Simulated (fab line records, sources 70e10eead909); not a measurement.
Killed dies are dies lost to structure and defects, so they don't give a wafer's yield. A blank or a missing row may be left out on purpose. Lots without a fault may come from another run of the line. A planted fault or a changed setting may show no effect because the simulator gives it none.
Which tool did it? | flow nand_harc | 16 lots, 48 wafers sampled, at 4 steps of a route of 1159

WHAT THE GAUGES READ, wafer by wafer
NHARC_P_ZERO_WELL_CD_MEAS_24: target cd 720 nm.
lot  | measured    | on        | cd_nm (nm)
L330 | day 1 14:34 | cd_sem-03 | 723.5 720.7 722.3
L331 | day 1 20:33 | cd_sem-02 | 722.4 722.8 723.1
L332 | day 2 02:20 | cd_sem-01 | 719.7 719.8 719.8
L333 | day 2 08:27 | cd_sem-03 | 721.3 720.3 724.3
L334 | day 2 14:38 | cd_sem-03 | 722.4 718.7 718.4
L337 | day 3 08:20 | cd_sem-01 | 720.0 722.3 720.3
L338 | day 3 14:28 | cd_sem-03 | 719.0 720.2 719.5
L339 | day 3 20:37 | cd_sem-03 | 719.0 719.6 719.4
L340 | day 4 02:20 | cd_sem-03 | 722.1 719.8 720.8
L341 | day 4 08:37 | cd_sem-02 | 724.7 722.3 723.7
L345 | day 5 08:29 | cd_sem-02 | 789.0 790.9 790.6
L346 | day 5 14:28 | cd_sem-03 | 791.1 790.8 792.7
L347 | day 5 20:38 | cd_sem-02 | 788.0 790.4 790.0
L351 | day 6 20:28 | cd_sem-02 | 720.8 721.7 720.3
L352 | day 7 02:28 | cd_sem-03 | 792.0 793.0 789.3
L353 | day 7 08:29 | cd_sem-03 | 722.8 724.4 722.3

WHICH TOOL RAN EACH LOT (tool, then ch and the chambers of the sampled wafers, then the start)
lot  | NHARC_P_ZERO_WELL_ETCH_62                    | NHARC_P_ZERO_WELL_ETCH_63       | NHARC_P_ZERO_WELL_EXPOSE_21
L330 | rie_diel-10 ch 0,1,2, day 1 13:39 or earlier | rie_si-01 ch 0,1,3, day 1 13:39 | krf_scanner-04 ch 0, day 1 14:25
L331 | rie_diel-10 ch 0,1, day 1 19:37 or earlier   | rie_si-01 ch 0,1,3, day 1 19:37 | krf_scanner-01 ch 0, day 1 20:23
L332 | rie_diel-06 ch 1,2, day 2 01:32 or earlier   | rie_si-05 ch 0,2, day 2 01:32   | krf_scanner-01 ch 0, day 2 02:11
L333 | rie_diel-06 ch 0,2,3, day 2 07:32 or earlier | rie_si-03 ch 1,2,3, day 2 07:32 | krf_scanner-02 ch 0, day 2 08:18
L334 | rie_diel-11 ch 2,3, day 2 13:43 or earlier   | rie_si-05 ch 1,2,3, day 2 13:43 | krf_scanner-01 ch 0, day 2 14:28
L337 | rie_diel-06 ch 1,2, day 3 07:32 or earlier   | rie_si-05 ch 2,3, day 3 07:32   | krf_scanner-01 ch 0, day 3 08:10
L338 | rie_diel-06 ch 0,2,3, day 3 13:39 or earlier | rie_si-05 ch 1,2,3, day 3 13:39 | krf_scanner-01 ch 0, day 3 14:18
L339 | rie_diel-10 ch 1,2,3, day 3 19:41 or earlier | rie_si-01 ch 1,2, day 3 19:41   | krf_scanner-02 ch 0, day 3 20:28
L340 | rie_diel-06 ch 0,1,2, day 4 01:32 or earlier | rie_si-05 ch 1,2,3, day 4 01:32 | krf_scanner-02 ch 0, day 4 02:11
L341 | rie_diel-11 ch 0,1,3, day 4 07:41 or earlier | rie_si-01 ch 0,1,3, day 4 07:41 | krf_scanner-04 ch 0, day 4 08:28
L345 | rie_diel-06 ch 2,3, day 5 07:34 or earlier   | rie_si-05 ch 1,2, day 5 07:34   | krf_scanner-04 ch 0, day 5 08:20
L346 | rie_diel-11 ch 2,3, day 5 13:41 or earlier   | rie_si-03 ch 0,1,2, day 5 13:41 | krf_scanner-04 ch 0, day 5 14:19
L347 | rie_diel-11 ch 0,1,3, day 5 19:49 or earlier | rie_si-01 ch 0,2,3, day 5 19:49 | krf_scanner-04 ch 0, day 5 20:29
L351 | rie_diel-06 ch 2,3, day 6 19:32 or earlier   | rie_si-03 ch 0,1, day 6 19:32   | krf_scanner-01 ch 0, day 6 20:19
L352 | rie_diel-11 ch 1,2, day 7 01:32 or earlier   | rie_si-03 ch 2,3, day 7 01:32   | krf_scanner-04 ch 0, day 7 02:19
L353 | rie_diel-10 ch 0,1,2, day 7 07:34 or earlier | rie_si-03 ch 0,1, day 7 07:34   | krf_scanner-02 ch 0, day 7 08:20
- NHARC_P_ZERO_WELL_ETCH_62: etches the open film in CHF3/Ar, target depth 13 nm, time 6.5 s.
- NHARC_P_ZERO_WELL_ETCH_63: etches the open film in HBr/Cl2, target depth 120 nm, time 40.1 s.
- NHARC_P_ZERO_WELL_EXPOSE_21: exposes mask P NWELL, target cd 720 nm.

WHAT THE TOOLS THEMSELVES READ (means of the sampled wafers that have a number; where no wafer has one, the mark that the record gives instead)
NHARC_P_ZERO_WELL_ETCH_62.
lot  | tool        | drypump_motor_current_A (A) | oes_product_au (a.u.) | rf_fwd_power_W (W) | rf_vpp_V (V) | showerhead_plenum_p_Torr (Torr) | throttle_valve_pct (%)
L330 | rie_diel-10 | 5.7                         | 0.961                 | 486.0              | 369.5        | 2.34                            | 20.222
L331 | rie_diel-10 | 5.7                         | 0.957                 | 486.3              | 371.4        | 2.39                            | 20.209
L332 | rie_diel-06 | 6.1                         | 0.966                 | 487.5              | 368.4        | 2.23                            | 20.223
L333 | rie_diel-06 | 5.6                         | 0.977                 | 487.7              | 368.8        | 2.30                            | 20.207
L334 | rie_diel-11 | 5.6                         | 0.965                 | 488.7              | 366.8        | 2.23                            | 20.216
L337 | rie_diel-06 | 6.0                         | 0.981                 | 488.0              | 366.9        | 2.22                            | 20.221
L338 | rie_diel-06 | 5.6                         | 0.982                 | 488.1              | 369.9        | 2.30                            | 20.215
L339 | rie_diel-10 | 5.4                         | 0.975                 | 489.3              | 369.7        | 2.33                            | 20.217
L340 | rie_diel-06 | 5.6                         | 0.970                 | 487.7              | 368.4        | 2.26                            | 20.224
L341 | rie_diel-11 | 5.6                         | 0.968                 | 489.1              | 370.6        | 2.32                            | 20.221
L345 | rie_diel-06 | 6.0                         | 0.961                 | 488.9              | 368.8        | 2.25                            | 20.218
L346 | rie_diel-11 | 5.8                         | 0.949                 | 488.1              | 368.9        | 2.25                            | 20.233
L347 | rie_diel-11 | 5.6                         | 0.967                 | 487.6              | 369.6        | 2.32                            | 20.220
L351 | rie_diel-06 | 6.0                         | 0.971                 | 488.7              | 367.8        | 2.25                            | 20.220
L352 | rie_diel-11 | 5.5                         | 0.925                 | 486.9              | 368.0        | 2.24                            | 20.205
L353 | rie_diel-10 | 5.6                         | 0.973                 | 488.0              | 371.0        | 2.34                            | 20.218

NHARC_P_ZERO_WELL_ETCH_63.
lot  | tool      | drypump_motor_current_A (A) | oes_product_au (a.u.) | rf_fwd_power_W (W) | throttle_valve_pct (%)
L330 | rie_si-01 | 5.5                         | 1.000                 | 394.3              | 26.408
L331 | rie_si-01 | 5.4                         | 1.009                 | 393.3              | 26.394
L332 | rie_si-05 | 6.2                         | 0.992                 | 396.9              | 26.405
L333 | rie_si-03 | 5.7                         | 0.995                 | 396.4              | 26.411
L334 | rie_si-05 | 6.2                         | 0.989                 | 393.9              | 26.407
L337 | rie_si-05 | 6.4                         | 0.992                 | 394.8              | 26.405
L338 | rie_si-05 | 6.2                         | 0.993                 | 394.1              | 26.407
L339 | rie_si-01 | 5.0                         | 1.007                 | 394.5              | 26.407
L340 | rie_si-05 | 6.2                         | 1.002                 | 395.3              | 26.404
L341 | rie_si-01 | 5.5                         | 1.001                 | 394.7              | 26.412
L345 | rie_si-05 | 6.0                         | 0.995                 | 394.2              | 26.412
L346 | rie_si-03 | 5.8                         | 0.992                 | 395.3              | 26.405
L347 | rie_si-01 | 5.6                         | 0.997                 | 394.5              | 26.410
L351 | rie_si-03 | 6.1                         | 0.995                 | 393.1              | 26.413
L352 | rie_si-03 | 5.7                         | 0.997                 | 395.4              | 26.399
L353 | rie_si-03 | 6.1                         | 0.996                 | 394.4              | 26.404

NHARC_P_ZERO_WELL_EXPOSE_21.
lot  | tool           | exposure_dose_mJ_cm2
L330 | krf_scanner-04 | 22.300
L331 | krf_scanner-01 | 22.305
L332 | krf_scanner-01 | 22.325
L333 | krf_scanner-02 | 22.310
L334 | krf_scanner-01 | 22.328
L337 | krf_scanner-01 | 22.293
L338 | krf_scanner-01 | 22.316
L339 | krf_scanner-02 | 22.337
L340 | krf_scanner-02 | 22.297
L341 | krf_scanner-04 | 22.308
L345 | krf_scanner-04 | 33.592
L346 | krf_scanner-04 | 33.588
L347 | krf_scanner-04 | 33.562
L351 | krf_scanner-01 | 22.290
L352 | krf_scanner-04 | 33.586
L353 | krf_scanner-02 | 22.325

THE ANSWER, worked out from the rows above alone
Rule: what is usual is taken from the lots themselves. Put in order of their means at a reading, lots are off if they are a third of the lots or fewer, leave a main group of 4 or more, and stand apart from it by a gap of 3 or more times the standard deviation of the main group's means; of several such gaps the widest counts. A main group whose means are all the same, to the digits that the tables above print for the reading, isn't used. A lot without any number at a reading at which 4 lots or more have one is off too. The other lots that the step has rows for count as sound. The gauges are gone through in route order, then the tools' own readings, and for those a lot's mean is taken as printed above. The first step at which some lot is off is used, and at that step the reading that is off furthest; a lot without a number counts as furthest.
Off: L345, L346, L347, L352, at NHARC_P_ZERO_WELL_CD_MEAS_24 (cd_nm). The main group: mean 721.2 nm, standard deviation 1.4.
A tool fits if, at a process step before that reading, it ran every lot that is off, and no sound lot after the first of them. The gauges at NHARC_P_ZERO_WELL_CD_MEAS_24 aren't tried: what is off there is off at NHARC_P_ZERO_WELL_EXPOSE_21 too, on other tools, and a gauge's error can't cause that. NHARC_P_ZERO_WELL_ETCH_62 gives no start for some lots, so the hours and the order of its lots are those of NHARC_P_ZERO_WELL_ETCH_63. One fits: krf_scanner-04 at NHARC_P_ZERO_WELL_EXPOSE_21. Its last sound lot is L341 (day 4 08:28), its first lot that is off L345 (day 5 08:20): a fault that began between those two fits.
The tool's own readings at NHARC_P_ZERO_WELL_EXPOSE_21 bear it out: on the lots that are off they differ by more than 5 times the standard deviation of the sound lots' means. exposure_dose_mJ_cm2 reads 33.582 there against 22.311 on the sound lots.

WHAT THE SIMULATOR HAD PUT IN
Process parameter drift: krf_scanner-04, from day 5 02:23 on, at NHARC_P_ZERO_WELL_EXPOSE_21. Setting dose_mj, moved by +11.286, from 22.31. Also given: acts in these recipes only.
Lots struck among those shown: L345, L346, L347, L352. The rule above found the same.
